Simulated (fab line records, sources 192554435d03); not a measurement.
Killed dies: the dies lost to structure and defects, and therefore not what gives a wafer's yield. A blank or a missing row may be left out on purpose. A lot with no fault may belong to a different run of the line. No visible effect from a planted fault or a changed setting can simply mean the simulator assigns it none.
fab line records	flow n5Finfet
record: lots: 24	wafers: 72	lastDay: 18
route steps=1938 shown BEOL_M0_SAQP@690 BEOL_M0_CUTY@711 BEOL_M0@730 BEOL_M1@791
lots that met no fault: taken from a fault-free run of the same line
startH: start of the lot's first displayed wafer, in hours after the record's first day	waitH: hours elapsed since this lot's preceding step	" as in the row above	L1.1+2: several wafers, shown together as one row	- either no value or no given start	* or withheld: withheld	< > ~ a bound
route shown NAME@n: a module of which the file shows steps, and the number in the route of the first	usual: mean and standard deviation over wafers with no fault	same: alike in all rows	chamber/n: place in a boat	sites: per-site readings	_std_site: standard deviation across them	_edge_site: the outer-site mean with the inner-site mean subtracted	radiusMm: how far each site lies from the wafer's centre	mask NAME#n: copy n	behind: the last tool/chamber to shape the wafer	hold: why the lot went on hold/how many hours it stayed there/how the hold came to an end	device: whichever transistor did not switch (one of n, p or np)	end of line: at the end of the route, the tests of the same wafers	step lacking rows: just its recipe	killed: the dies lost at the first sort to structure and to defects; this is not the yield of the wafer	map: a wafer's dies, marking killed ones x, the rest . and places with no die _
set.NAME: setting as actually run; set.NAME@STEP: the setting as run at that earlier step	model.NAME: the simulator's own value behind a step, which no gauge read
a sample of lots followed through the steps of the route, with each step as a table and each wafer as a row
services: a tool's chamber out of use, with start hour (startH, from the record's first day; less than 0 if before it), hours out, and reason
== steps ==
step: N5_BEOL_M0_SAQP_OVL_MEAS_41
recipe: pointsPerWafer: 522
usual: M0_CUT1_OVL: -0.5/0.65
lot.wafer	tool	chamber	startH	waitH	M0_CUT1_OVL[nm]
L074.2	overlay-01	0	112.63	0.0	-1.4
L074.3	"	0	"	"	-0.4
L074.4	"	0	"	"	-0.7
L075.1	overlay-02	0	117.43	0.0	-1.0
L075.3	"	0	"	"	-0.2
L075.5	"	0	"	"	0.6
L076.1	overlay-01	0	125.73	0.0	0.4
L076.2	"	0	"	"	-0.7
L076.5	"	0	"	"	-0.4
L077.1	overlay-02	0	131.84	0.0	-0.5
L077.2	"	0	"	"	-1.2
L077.3	"	0	"	"	-1.2
L078.3	overlay-01	0	138.18	0.0	-0.6
L078.5	"	0	"	"	-0.5
L078.6	"	0	"	"	-0.8
L080.2	overlay-01	0	152.78	0.0	-0.9
L080.4	"	0	"	"	-0.5
L080.5	"	0	"	"	-1.0
L079.1	overlay-01	0	155.63	0.0	0.4
L079.4	"	0	"	"	-0.2
L079.6	"	0	"	"	0.3
L081.1	overlay-01	0	158.90	0.0	-1.0
L081.2	"	0	"	"	-1.2
L081.3	"	0	"	"	-1.2
L082.1	overlay-01	0	163.71	0.0	-0.5
L082.3	"	0	"	"	-0.9
L082.6	"	0	"	"	0.3
L083.2	overlay-02	0	165.53	0.0	0.0
L083.5	"	0	"	"	-0.4
L083.6	"	0	"	"	-1.0
L084.3	overlay-01	0	174.91	0.0	-1.4
L084.5	"	0	"	"	-1.3
L084.6	"	0	"	"	-0.4
L085.1	overlay-01	0	177.58	0.0	-1.0
L085.2	"	0	"	"	-0.8
L085.5	"	0	"	"	-1.0
L086.1	overlay-02	0	187.71	0.0	-0.3
L086.3	"	0	"	"	-1.7
L086.4	"	0	"	"	-0.6
L087.2	overlay-02	0	190.67	0.0	-1.7
L087.3	"	0	"	"	-0.9
L087.4	"	0	"	"	-1.9
L088.2	overlay-01	0	196.56	0.0	-0.8
L088.5	"	0	"	"	-0.1
L088.6	"	0	"	"	-0.6
L089.2	overlay-01	0	205.01	0.0	-0.8
L089.3	"	0	"	"	-0.9
L089.6	"	0	"	"	0.1
L090.1	overlay-01	0	208.14	0.0	0.2
L090.2	"	0	"	"	-0.6
L090.3	"	0	"	"	-0.6
L091.2	overlay-01	0	215.20	0.0	0.1
L091.4	"	0	"	"	0.0
L091.5	"	0	"	"	1.1
L092.1	overlay-02	0	224.86	0.0	-0.9
L092.4	"	0	"	"	-0.6
L092.6	"	0	"	"	-0.6
L093.1	overlay-02	0	237.88	0.0	-0.4
L093.3	"	0	"	"	-0.1
L093.5	"	0	"	"	0.1
L094.1	overlay-01	0	238.40	0.0	-0.4
L094.2	"	0	"	"	-0.4
L094.5	"	0	"	"	-0.6
L095.2	overlay-01	0	240.78	0.0	0.4
L095.3	"	0	"	"	-0.5
L095.5	"	0	"	"	-0.3
L096.2	overlay-02	0	244.80	0.0	-1.3
L096.4	"	0	"	"	-0.7
L096.6	"	0	"	"	0.1
L097.2	overlay-01	0	252.31	0.0	-0.8
L097.3	"	0	"	"	0.2
L097.6	"	0	"	"	0.6
step: N5_BEOL_M0_CUTY_DESCUM_61
recipe: chemistry: O2	timeS: 7.9	sourcePowerW: 50	biasPowerW: 20	pressureMtorr: 20	rfFrequencyHz: 2.712e+07	tempC: 40	resist: CAR-ArF-block	o2FlowSccm: 225
usual: biasPowerW: 20.00/0.058	drypumpMotorCurrentA: 5.7/0.65	oesProductAu: 0.83/0.092	rfVppV: 242.7/1.3	showerheadPlenumPTorr: 2.06/0.074	throttleValvePct: 20.44/0.23
lot.wafer	tool	chamber	startH	waitH	biasPowerW	drypumpMotorCurrentA	oesProductAu	rfHoursCounterH	rfVppV	showerheadPlenumPTorr	throttleValvePct
L074.2	rieDiel-06	3	114.21	0.0	20.01	6.7	0.70	243	243.1	2.08	20.87
L074.3	"	0	"	"	20.05	5.2	0.88	37	242.9	2.03	20.33
L074.4	"	1	"	"	19.82	4.8	0.85	69	242.5	2.02	20.31
L075.1	rieDiel-03	2	118.84	0.1	19.94	4.8	0.98	8	243.9	2.07	20.06
L075.3	"	0	"	"	20.03	5.0	0.95	18	243.5	2.16	20.63
L075.5	"	1	"	"	19.99	6.6	0.71	-	241.4	1.98	20.59
L076.1	rieDiel-04	0	127.35	0.0	19.99	5.5	0.75	126	244.6	2.00	20.36
L076.2	"	3	"	"	19.94	5.6	0.88	45	242.2	2.07	20.70
L076.5	"	3	"	"	20.01	5.7	0.89	-	242.2	2.07	20.71
L077.1	rieDiel-06	2	133.79	0.0	20.06	5.4	0.74	204	241.2	1.98	20.54
L077.2	"	1	"	"	20.01	4.8	0.85	76	241.3	2.01	20.32
L077.3	"	0	"	"	20.03	5.2	0.87	43	241.7	2.03	20.35
L078.3	rieDiel-03	0	140.20	0.3	19.96	5.0	0.92	25	243.4	2.15	20.63
L078.5	"	0	"	"	19.97	5.0	0.92	-	243.2	2.15	20.63
L078.6	"	3	"	"	19.99	6.5	0.97	-	245.6	2.23	20.06
L080.2	rieDiel-03	3	154.26	0.0	20.04	6.5	0.96	12	243.7	2.22	20.06
L080.4	"	2	"	"	20.04	4.8	0.92	22	242.1	2.07	20.11
L080.5	"	2	"	"	19.95	4.8	0.92	-	243.0	2.07	20.08
L079.1	rieDiel-06	1	156.99	0.0	19.95	4.8	0.83	87	242.3	2.01	20.35
L079.4	"	2	"	"	20.01	5.3	0.72	216	242.6	1.97	20.57
L079.6	"	2	"	"	19.94	5.3	0.72	-	239.8	1.97	20.56
L081.1	rieDiel-03	2	160.69	0.0	19.99	4.8	0.93	24	243.3	2.07	20.11
L081.2	"	1	"	"	19.99	6.6	0.69	222	240.5	1.97	20.61
L081.3	"	3	"	"	19.96	6.5	0.95	14	245.7	2.22	20.06
L082.1	rieDiel-03	0	165.25	0.0	19.91	5.0	0.90	34	244.4	2.15	20.66
L082.3	"	2	"	"	20.03	4.8	0.93	26	242.7	2.07	20.11
L082.6	"	3	"	"	19.97	6.5	0.94	-	244.5	2.22	20.07
L083.2	rieDiel-03	0	167.20	0.2	20.01	5.0	0.89	34	242.4	2.15	20.65
L083.5	"	2	"	"	19.95	4.8	0.92	-	243.3	2.06	20.10
L083.6	"	3	"	"	20.01	6.5	0.94	-	245.9	2.22	20.07
L084.3	rieDiel-03	1	176.39	0.0	20.02	6.6	0.69	228	240.9	1.97	20.61
L084.5	"	0	"	"	20.02	5.0	0.88	-	244.4	2.15	20.66
L084.6	"	1	"	"	19.96	6.6	0.69	-	242.1	1.97	20.63
L085.1	rieDiel-06	1	180.00	0.1	19.92	4.8	0.82	95	241.7	2.01	20.35
L085.2	"	0	"	"	20.08	5.2	0.85	63	243.5	2.03	20.35
L085.5	"	2	"	"	20.04	5.4	0.72	-	240.6	1.97	20.60
L086.1	rieDiel-06	1	190.77	0.8	20.07	4.8	0.81	98	243.8	2.01	20.35
L086.3	"	2	"	"	20.03	5.3	0.70	228	242.1	1.97	20.60
L086.4	"	3	"	"	20.00	6.7	0.94	16	241.7	2.07	20.54
L087.2	rieDiel-04	1	192.05	0.1	19.89	6.1	0.85	54	242.5	2.06	20.33
L087.3	"	0	"	"	20.11	5.5	0.74	143	242.4	2.00	20.40
L087.4	"	3	"	"	19.96	5.6	0.84	69	242.4	2.06	20.74
L088.2	rieDiel-04	0	198.42	0.0	20.08	5.5	0.75	145	241.7	2.00	20.38
L088.5	"	0	"	"	20.04	5.5	0.75	-	243.2	2.00	20.39
L088.6	"	1	"	"	20.03	6.1	0.85	-	241.6	2.06	20.35
L089.2	rieDiel-03	0	206.70	0.2	20.02	5.0	0.88	49	243.1	2.14	20.68
L089.3	"	1	"	"	19.91	6.6	0.69	238	242.6	1.97	20.64
L089.6	"	3	"	"	20.00	6.5	0.91	-	245.5	2.22	20.10
L090.1	rieDiel-04	2	209.77	0.3	20.09	5.8	0.68	238	242.6	2.04	20.55
L090.2	"	1	"	"	20.11	6.1	0.85	60	241.8	2.05	20.38
L090.3	"	3	"	"	20.02	5.7	0.85	75	242.8	2.06	20.73
L091.2	rieDiel-04	2	217.39	0.0	20.01	5.9	0.67	242	242.4	2.04	20.54
L091.4	"	3	"	"	20.03	5.6	0.85	-	242.4	2.06	20.76
L091.5	"	1	"	"	19.99	6.1	0.83	-	243.1	2.05	20.36
L092.1	rieDiel-04	0	226.62	0.2	19.96	5.5	0.75	151	242.4	1.99	20.40
L092.4	"	1	"	"	19.95	6.1	0.84	68	241.9	2.05	20.38
L092.6	"	2	"	"	20.00	5.9	0.68	-	243.9	2.04	20.56
L093.1	rieDiel-04	3	239.38	0.0	20.13	5.7	0.83	87	242.6	2.05	20.76
L093.3	"	1	"	"	20.09	6.1	0.84	72	241.4	2.05	20.37
L093.5	"	0	"	"	19.97	5.5	0.73	-	242.3	1.99	20.42
L094.1	rieDiel-06	1	239.90	0.0	20.10	4.8	0.80	115	241.6	2.00	20.39
L094.2	"	0	"	"	20.00	5.2	0.81	83	244.3	2.02	20.41
L094.5	"	1	"	"	19.98	4.8	0.79	-	241.8	2.00	20.37
L095.2	rieDiel-03	0	242.55	0.0	19.99	5.0	0.86	62	242.3	2.14	20.70
L095.3	"	2	"	"	19.92	4.8	0.88	54	241.7	2.06	20.15
L095.5	"	3	"	"	19.96	6.5	0.88	-	244.5	2.21	20.10
L096.2	rieDiel-03	3	246.37	0.0	20.00	6.5	0.87	45	244.1	2.21	20.11
L096.4	"	0	"	"	20.06	5.0	0.85	-	243.2	2.14	20.70
L096.6	"	3	"	"	19.99	6.5	0.88	-	245.0	2.21	20.11
L097.2	rieDiel-04	1	253.80	0.0	19.95	6.1	0.83	77	242.3	2.05	20.41
L097.3	"	0	"	"	19.99	5.5	0.73	162	242.1	1.99	20.42
L097.6	"	3	"	"	20.09	5.6	0.83	-	242.7	2.05	20.76
step: N5_BEOL_M0_PRE_CLEAN_113
recipe: gas: H2/He	timeS: 30	tempC: 250
usual: heaterPowerW: 330/40
lot.wafer	tool	chamber	startH	waitH	heaterPowerW
L074.2	pvdSputter-02	-	116.06	0.0	393
L074.3	"	-	"	"	316
L074.4	"	-	"	"	316
L075.1	pvdSputter-01	-	120.56	0.0	388
L075.3	"	-	"	"	318
L075.5	"	-	"	"	380
L076.1	pvdSputter-02	-	133.23	0.0	305
L076.2	"	-	"	"	278
L076.5	"	-	"	"	387
L077.1	pvdSputter-01	-	136.54	0.0	278
L077.2	"	-	"	"	327
L077.3	"	-	"	"	393
L078.3	pvdSputter-01	-	143.69	0.0	286
L078.5	"	-	"	"	323
L078.6	"	-	"	"	285
L080.2	pvdSputter-03	-	159.76	0.0	325
L080.4	"	-	"	"	370
L080.5	"	-	"	"	266
L079.1	pvdSputter-02	-	160.20	0.0	391
L079.4	"	-	"	"	320
L079.6	"	-	"	"	314
L081.1	pvdSputter-01	-	163.66	0.0	293
L081.2	"	-	"	"	326
L081.3	"	-	"	"	323
L083.2	pvdSputter-01	-	169.74	0.0	329
L083.5	"	-	"	"	315
L083.6	"	-	"	"	318
L082.1	pvdSputter-02	-	169.76	0.0	314
L082.3	"	-	"	"	392
L082.6	"	-	"	"	399
L084.3	pvdSputter-01	-	179.52	0.0	390
L084.5	"	-	"	"	320
L084.6	"	-	"	"	323
L085.1	pvdSputter-03	-	183.17	0.0	273
L085.2	"	-	"	"	374
L085.5	"	-	"	"	364
L086.1	pvdSputter-02	-	192.56	0.0	326
L086.3	"	-	"	"	386
L086.4	"	-	"	"	281
L087.2	pvdSputter-03	-	195.42	0.0	370
L087.3	"	-	"	"	393
L087.4	"	-	"	"	275
L088.2	pvdSputter-02	-	200.95	0.0	280
L088.5	"	-	"	"	280
L088.6	"	-	"	"	317
L089.2	pvdSputter-02	-	208.16	0.0	386
L089.3	"	-	"	"	325
L089.6	"	-	"	"	307
L090.1	pvdSputter-01	-	212.17	0.0	324
L090.2	"	-	"	"	388
L090.3	"	-	"	"	285
L091.2	pvdSputter-02	-	221.65	0.0	317
L091.4	"	-	"	"	386
L091.5	"	-	"	"	320
L092.1	pvdSputter-02	-	231.62	0.0	320
L092.4	"	-	"	"	319
L092.6	"	-	"	"	315
L093.1	pvdSputter-02	-	241.31	0.0	325
L093.3	"	-	"	"	284
L093.5	"	-	"	"	390
L094.1	pvdSputter-03	-	245.71	0.0	329
L094.2	"	-	"	"	274
L094.5	"	-	"	"	330
L095.2	pvdSputter-03	-	246.19	0.0	387
L095.3	"	-	"	"	278
L095.5	"	-	"	"	272
L096.2	pvdSputter-01	-	254.65	0.0	323
L096.4	"	-	"	"	287
L096.6	"	-	"	"	318
L097.2	pvdSputter-01	-	259.27	0.0	323
L097.3	"	-	"	"	382
L097.6	"	-	"	"	390
step: N5_BEOL_M0_SPUTTER_132
recipe: material: Cu	targetThkA: 40	tempC: -20	chamberPressurePa: 0.07	powerW: withheld	timeS: 7.37
usual: throttleValvePct: 30.2/0.6
lot.wafer	tool	chamber	startH	waitH	throttleValvePct
L074.2	pvdSputter-02	-	116.64	0.0	31.4
L074.3	"	-	"	"	30.1
L074.4	"	-	"	"	30.1
L075.1	pvdSputter-03	-	121.19	0.0	29.9
L075.3	"	-	"	"	29.8
L075.5	"	-	"	"	29.5
L076.1	pvdSputter-03	-	134.28	0.0	29.4
L076.2	"	-	"	"	29.7
L076.5	"	-	"	"	30.3
L077.1	pvdSputter-02	-	137.51	0.0	30.0
L077.2	"	-	"	"	29.7
L077.3	"	-	"	"	31.2
L078.3	pvdSputter-02	-	144.35	0.0	31.3
L078.5	"	-	"	"	31.2
L078.6	"	-	"	"	30.3
L080.2	pvdSputter-03	-	160.37	0.0	31.4
L080.4	"	-	"	"	29.5
L080.5	"	-	"	"	31.6
L079.1	pvdSputter-03	-	160.81	0.0	31.7
L079.4	"	-	"	"	29.5
L079.6	"	-	"	"	31.5
L081.1	pvdSputter-01	-	164.84	0.0	30.4
L081.2	"	-	"	"	29.5
L081.3	"	-	"	"	30.0
L083.2	pvdSputter-02	-	170.52	0.0	29.7
L083.5	"	-	"	"	29.9
L083.6	"	-	"	"	30.1
L082.1	pvdSputter-02	-	171.00	0.0	29.7
L082.3	"	-	"	"	31.1
L082.6	"	-	"	"	30.2
L084.3	pvdSputter-03	-	181.69	0.0	29.4
L084.5	"	-	"	"	29.4
L084.6	"	-	"	"	29.4
L085.1	pvdSputter-02	-	185.66	0.0	29.6
L085.2	"	-	"	"	30.1
L085.5	"	-	"	"	30.2
L086.1	pvdSputter-01	-	194.22	0.0	30.2
L086.3	"	-	"	"	30.3
L086.4	"	-	"	"	29.7
L087.2	pvdSputter-02	-	198.45	0.0	30.5
L087.3	"	-	"	"	31.2
L087.4	"	-	"	"	30.3
L088.2	pvdSputter-01	-	202.99	0.0	30.4
L088.5	"	-	"	"	30.3
L088.6	"	-	"	"	29.7
L089.2	pvdSputter-01	-	209.11	0.0	30.3
L089.3	"	-	"	"	30.4
L089.6	"	-	"	"	30.2
L090.1	pvdSputter-02	-	215.63	0.0	30.2
L090.2	"	-	"	"	30.4
L090.3	"	-	"	"	31.4
L091.2	pvdSputter-03	-	222.37	0.0	29.6
L091.4	"	-	"	"	30.3
L091.5	"	-	"	"	29.4
L092.1	pvdSputter-01	-	232.42	0.0	30.3
L092.4	"	-	"	"	29.5
L092.6	"	-	"	"	30.2
L093.1	pvdSputter-01	-	244.89	0.0	29.7
L093.3	"	-	"	"	30.2
L093.5	"	-	"	"	29.5
L094.1	pvdSputter-01	-	246.35	0.0	29.6
L094.2	"	-	"	"	30.0
L094.5	"	-	"	"	30.2
L095.2	pvdSputter-01	-	246.95	0.0	30.2
L095.3	"	-	"	"	30.3
L095.5	"	-	"	"	29.8
L096.2	pvdSputter-01	-	255.61	0.0	30.1
L096.4	"	-	"	"	29.5
L096.6	"	-	"	"	30.1
L097.2	pvdSputter-01	-	260.01	0.0	29.5
L097.3	"	-	"	"	29.7
L097.6	"	-	"	"	29.5
step: N5_BEOL_M0_CO_CAP_123
recipe: material: Co	targetThkA: 20	tempC: 200	precursor: CCTBA/H2	pressureTorr: 30	timeS: 102.1
usual: heaterPowerW: 232/23
lot.wafer	tool	chamber	startH	waitH	heaterPowerW
L074.2	cvdCo-02	0	117.85	0.0	245
L074.3	"	0	"	"	245
L074.4	"	2	"	"	255
L075.1	cvdCo-01	0	122.30	0.0	200
L075.3	"	1	"	"	222
L075.5	"	2	"	"	232
L076.1	cvdCo-02	0	135.95	0.0	248
L076.2	"	2	"	"	260
L076.5	"	0	"	"	247
L077.1	cvdCo-02	0	139.18	0.0	246
L077.2	"	2	"	"	264
L077.3	"	1	"	"	201
L078.3	cvdCo-02	1	145.45	0.0	201
L078.5	"	0	"	"	246
L078.6	"	1	"	"	202
L080.2	cvdCo-02	1	162.03	0.0	202
L080.4	"	2	"	"	258
L080.5	"	1	"	"	204
L079.1	cvdCo-02	0	162.19	0.0	249
L079.4	"	1	"	"	204
L079.6	"	2	"	"	261
L081.1	cvdCo-02	2	165.98	0.0	260
L081.2	"	0	"	"	248
L081.3	"	1	"	"	205
L083.2	cvdCo-01	2	171.63	0.0	239
L083.5	"	2	"	"	232
L083.6	"	1	"	"	220
L082.1	cvdCo-01	2	172.25	0.0	239
L082.3	"	0	"	"	193
L082.6	"	1	"	"	214
L084.3	cvdCo-02	0	182.88	0.1	249
L084.5	"	2	"	"	255
L084.6	"	0	"	"	250
L085.1	cvdCo-02	2	187.63	0.0	262
L085.2	"	0	"	"	243
L085.5	"	0	"	"	249
L086.1	cvdCo-02	0	195.33	0.0	248
L086.3	"	2	"	"	260
L086.4	"	0	"	"	255
L087.2	cvdCo-02	2	199.57	0.0	257
L087.3	"	1	"	"	206
L087.4	"	2	"	"	257
L088.2	cvdCo-02	0	204.09	0.0	242
L088.5	"	1	"	"	202
L088.6	"	2	"	"	264
L089.2	cvdCo-02	2	210.51	0.0	258
L089.3	"	1	"	"	202
L089.6	"	1	"	"	201
L090.1	cvdCo-01	2	216.75	0.0	233
L090.2	"	0	"	"	197
L090.3	"	2	"	"	238
L091.2	cvdCo-02	1	223.47	0.0	203
L091.4	"	1	"	"	204
L091.5	"	2	"	"	255
L092.1	cvdCo-01	0	233.88	0.0	200
L092.4	"	0	"	"	203
L092.6	"	2	"	"	231
L093.1	cvdCo-02	2	245.99	0.0	259
L093.3	"	1	"	"	207
L093.5	"	1	"	"	204
L094.1	cvdCo-01	0	247.45	0.0	198
L094.2	"	2	"	"	238
L094.5	"	1	"	"	223
L095.2	cvdCo-02	0	248.13	0.0	248
L095.3	"	2	"	"	257
L095.5	"	2	"	"	259
L096.2	cvdCo-01	2	256.73	0.0	231
L096.4	"	1	"	"	217
L096.6	"	2	"	"	234
L097.2	cvdCo-01	2	261.19	0.0	230
L097.3	"	1	"	"	222
L097.6	"	0	"	"	201
step: N5_BEOL_M1_ETCH_69
recipe: chemistry: CF4	target: SiARC	targetDepthA: 156	maskMaterial: CAR-EUV	timeS: 26	ionEnergyEv: 80	pressureMtorr: 40	sourceW: 545	biasW: 36	Ar_flow_sccm: 100	cf4FlowSccm: 100	ends: cleared
usual: cf4FlowSccm: 100.05/0.29	drypumpMotorCurrentA: 5.8/0.47	etchRfOnTimeS: 26.1/0.53	oesProductAu: 0.64/0.048	rfVppV: 184.0/1.2	showerheadPlenumPTorr: 2.13/0.07	throttleValvePct: 15.67/0.14
lot.wafer	tool	chamber	startH	waitH	cf4FlowSccm	drypumpMotorCurrentA	etchRfOnTimeS	oesProductAu	rfHoursCounterH	rfVppV	showerheadPlenumPTorr	throttleValvePct
L074.2	rieDiel-05	2	120.83	0.0	100.19	5.6	26.1	0.63	195	184.6	2.21	15.64
L074.3	"	3	"	"	99.64	5.6	25.5	0.62	200	185.3	2.20	15.62
L074.4	"	1	"	"	100.12	5.7	26.8	0.62	157	182.5	2.06	15.96
L075.1	rieDiel-02	1	128.25	0.0	100.13	6.2	25.8	0.63	177	184.2	2.22	15.66
L075.3	"	0	"	"	100.13	5.7	25.4	0.65	146	185.3	2.15	15.54
L075.5	"	3	"	"	100.36	5.9	27.0	0.61	-	183.6	2.05	15.68
L076.1	rieDiel-02	0	139.61	0.0	100.11	5.7	25.4	0.65	149	183.5	2.15	15.55
L076.2	"	1	"	"	99.97	6.2	25.7	0.63	180	185.2	2.22	15.65
L076.5	"	1	"	"	100.29	6.1	25.6	0.63	-	185.0	2.22	15.67
L077.1	rieDiel-01	3	142.26	0.0	100.47	5.0	25.9	0.62	184	181.7	2.06	15.64
L077.2	"	1	"	"	99.68	6.5	26.2	0.77	29	184.7	2.18	15.39
L077.3	"	0	"	"	99.98	6.0	25.8	0.68	139	183.6	2.06	15.78
L078.3	rieDiel-01	1	149.68	0.0	99.97	6.5	26.1	0.77	31	184.2	2.18	15.39
L078.5	"	1	"	"	100.16	6.5	26.1	0.78	-	185.5	2.18	15.40
L078.6	"	2	"	"	100.69	6.0	26.3	0.63	-	184.4	2.22	15.82
L080.2	rieDiel-02	0	164.61	0.0	99.96	5.8	25.3	0.63	159	184.1	2.15	15.56
L080.4	"	0	"	"	100.11	5.8	25.1	0.64	-	182.5	2.15	15.58
L080.5	"	2	"	"	100.39	4.9	26.1	0.63	-	183.4	2.12	15.51
L079.1	rieDiel-01	1	164.82	0.0	99.95	6.5	26.6	0.76	36	184.4	2.17	15.41
L079.4	"	3	"	"	100.20	5.0	25.9	0.62	191	182.2	2.05	15.65
L079.6	"	2	"	"	100.41	5.9	26.5	0.62	-	184.7	2.22	15.83
L081.1	rieDiel-02	0	169.79	0.0	99.42	5.7	25.1	0.64	160	184.2	2.15	15.59
L081.2	"	2	"	"	100.02	5.0	25.9	0.62	184	185.4	2.12	15.51
L081.3	"	3	"	"	100.03	5.9	27.0	0.59	196	184.0	2.04	15.70
L083.2	rieDiel-02	2	176.30	0.0	100.19	4.9	25.8	0.63	187	183.8	2.12	15.51
L083.5	"	2	"	"	99.84	4.9	26.2	0.62	-	183.1	2.12	15.50
L083.6	"	1	"	"	100.80	6.2	25.8	0.62	-	185.1	2.22	15.70
L082.1	rieDiel-02	1	176.46	0.0	99.36	6.1	26.0	0.62	189	184.9	2.22	15.68
L082.3	"	2	"	"	99.55	4.9	26.2	0.63	187	183.2	2.12	15.52
L082.6	"	0	"	"	99.98	5.7	25.3	0.64	-	183.8	2.15	15.59
L084.3	rieDiel-01	2	187.69	0.0	100.59	6.0	26.4	0.62	187	186.0	2.22	15.85
L084.5	"	3	"	"	99.57	5.0	25.7	0.61	-	183.9	2.05	15.67
L084.6	"	2	"	"	100.26	6.0	26.5	0.62	-	185.1	2.22	15.84
L085.1	rieDiel-01	1	191.95	0.0	99.98	6.5	26.8	0.74	45	183.5	2.17	15.42
L085.2	"	0	"	"	99.98	6.0	26.2	0.66	152	183.1	2.06	15.81
L085.5	"	0	"	"	99.82	6.0	25.9	0.66	-	183.3	2.06	15.81
L086.1	rieDiel-01	0	197.44	0.0	100.15	6.1	26.0	0.66	154	184.7	2.06	15.81
L086.3	"	2	"	"	100.67	6.0	26.8	0.62	190	184.7	2.22	15.85
L086.4	"	1	"	"	99.89	6.5	26.7	0.74	46	183.7	2.17	15.43
L087.2	rieDiel-05	0	201.60	0.0	99.49	5.9	25.5	0.72	81	186.1	2.25	15.61
L087.3	"	1	"	"	100.21	5.7	27.1	0.60	181	181.9	2.05	16.00
L087.4	"	3	"	"	100.01	5.6	25.8	0.60	225	187.4	2.19	15.68
L088.2	rieDiel-05	0	208.01	0.0	99.97	5.9	25.2	0.72	83	183.4	2.25	15.62
L088.5	"	1	"	"	100.47	5.7	26.7	0.60	-	181.4	2.05	16.01
L088.6	"	2	"	"	100.27	5.6	26.5	0.61	-	185.2	2.20	15.67
L089.2	rieDiel-01	3	213.09	0.0	100.21	5.0	26.2	0.60	205	181.5	2.05	15.68
L089.3	"	0	"	"	100.75	6.0	26.0	0.66	159	182.8	2.06	15.82
L089.6	"	1	"	"	99.66	6.5	26.6	0.74	-	183.7	2.17	15.44
L090.1	rieDiel-05	2	219.18	0.0	99.47	5.6	26.5	0.60	224	185.0	2.20	15.72
L090.2	"	3	"	"	99.94	5.6	25.9	0.60	230	185.4	2.19	15.69
L090.3	"	0	"	"	99.76	5.8	25.8	0.71	86	183.6	2.25	15.62
L091.2	rieDiel-01	0	226.53	0.0	99.77	6.0	25.7	0.66	164	184.2	2.06	15.82
L091.4	"	2	"	"	100.10	6.0	26.4	0.61	200	185.0	2.21	15.87
L091.5	"	0	"	"	99.57	6.0	25.6	0.66	-	183.0	2.05	15.83
L092.1	rieDiel-01	0	237.47	0.0	100.28	6.0	25.9	0.65	167	183.1	2.05	15.84
L092.4	"	1	"	"	99.71	6.5	26.1	0.74	59	184.3	2.17	15.46
L092.6	"	1	"	"	100.16	6.5	26.3	0.73	-	183.1	2.17	15.45
L093.1	rieDiel-02	2	252.67	0.0	99.99	5.0	25.8	0.62	207	184.0	2.12	15.56
L093.3	"	0	"	"	99.70	5.7	25.4	0.62	185	184.6	2.14	15.62
L093.5	"	1	"	"	99.62	6.1	26.0	0.61	-	186.1	2.21	15.73
L094.1	rieDiel-02	0	253.14	0.0	99.89	5.7	25.3	0.62	185	183.7	2.14	15.62
L094.2	"	1	"	"	100.11	6.2	25.9	0.61	210	182.7	2.21	15.73
L094.5	"	3	"	"	100.29	5.9	26.8	0.58	-	183.8	2.03	15.74
L095.2	rieDiel-02	0	253.40	0.0	100.04	5.7	25.2	0.62	185	183.6	2.14	15.63
L095.3	"	3	"	"	100.10	5.9	26.6	0.58	222	182.9	2.03	15.76
L095.5	"	2	"	"	99.91	5.0	26.2	0.61	-	183.8	2.12	15.56
L096.2	rieDiel-02	2	259.61	0.0	100.20	5.0	25.7	0.61	209	182.7	2.12	15.56
L096.4	"	0	"	"	100.12	5.7	25.0	0.62	187	183.8	2.14	15.62
L096.6	"	0	"	"	100.08	5.7	25.0	0.63	-	183.5	2.14	15.62
L097.2	rieDiel-02	2	265.40	0.0	100.04	4.9	25.7	0.61	210	184.5	2.11	15.55
L097.3	"	0	"	"	100.07	5.7	25.4	0.62	189	181.4	2.14	15.63
L097.6	"	2	"	"	99.84	4.9	25.6	0.62	-	184.7	2.11	15.55
== services ==
tool	chamber	startH	hours	kind
rieDiel-05	1	91.99	2.6	repair
rieDiel-02	1	92.88	3.0	repair
cvdCo-02	1	93.53	3.2	repair
rieDiel-03	-	97.60	2.8	pm
rieDiel-03	3	101.64	-	clean
rieDiel-03	3	101.64	-	consumableReplace:focusRing
rieDiel-03	3	101.64	-	consumableReplace:showerhead
rieDiel-02	1	113.71	14.4	repair
cvdCo-02	1	114.67	-	clean
cvdCo-02	1	114.67	22.0	scheduledDown
cvdCo-02	1	114.67	22.0	ventCycle
rieDiel-04	1	120.81	9.9	repair
rieDiel-04	0	148.13	8.1	repair
pvdSputter-03	-	149.66	0.9	repair
cvdCo-01	1	151.35	13.2	repair
rieDiel-02	1	163.00	10.2	repair
rieDiel-05	1	177.64	1.4	repair
rieDiel-01	0	181.02	4.1	repair
cvdCo-02	1	181.35	6.2	repair
cvdCo-02	-	186.63	0.6	repair
cvdCo-01	1	207.09	17.2	repair
rieDiel-03	1	241.09	-	clean
rieDiel-06	2	243.08	8.3	repair
pvdSputter-01	-	265.37	5.6	repair
== key ==
fault none
